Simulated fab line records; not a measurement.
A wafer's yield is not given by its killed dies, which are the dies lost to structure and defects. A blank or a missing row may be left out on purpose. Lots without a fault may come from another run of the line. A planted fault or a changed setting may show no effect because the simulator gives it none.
Chamber matching -- flow n5Finfet -- 4 sister chambers for N5_BEOL_M5_ALD_86 on aldMetal-03
The step deposits TaN, pulse time 2 s, purge time 3 s, co reactant purge time 2 s. 4 wafers are shown with their chamber, then 12 later ones without.

WAFERS, EACH WITH ITS CHAMBER
wafer,chamber,heaterPowerW (W)
L086.1,1,406
L086.4,3,418
L088.3,0,339
L088.5,2,411

WAFERS MISSING THEIR CHAMBER
wafer,heaterPowerW (W)
L089.1,338
L089.2,420
L089.6,342
L093.3,398
L093.4,406
L093.6,339
L096.3,420
L096.5,413
L096.6,416
L097.1,405
L097.2,338
L097.5,334

CHAMBER TAKEN BY EACH
wafer,from the rows above,in truth
L089.1,0,0
L089.2,3,3
L089.6,0,0
L093.3,can't be placed: 1 or 2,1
L093.4,can't be placed: 1 or 2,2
L093.6,0,0
L096.3,3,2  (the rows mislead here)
L096.5,can't be placed: 2 or 3 or 1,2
L096.6,can't be placed: 3 or 2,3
L097.1,can't be placed: 1 or 2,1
L097.2,0,0
L097.5,0,0
Placed correctly: 6 of 12. These rows do not allow placing 5 (true chamber among the candidates in 5). Placed wrongly: 1.
How it was worked out, from the rows above alone: a wafer's distance from a chamber is the root of the sum, over the readings, of the square of ((its reading less the chamber's mean) divided by the reading's scatter). If the next closest chamber is less than 2 further off than the closest, the wafer can't be placed; otherwise it belongs to the closest. For every chamber, the mean is computed from those of its wafers that are shown. The scatter (one wafer shown for each chamber): square how far every hidden wafer sits from the nearest shown wafer, average those squares and take the square root.
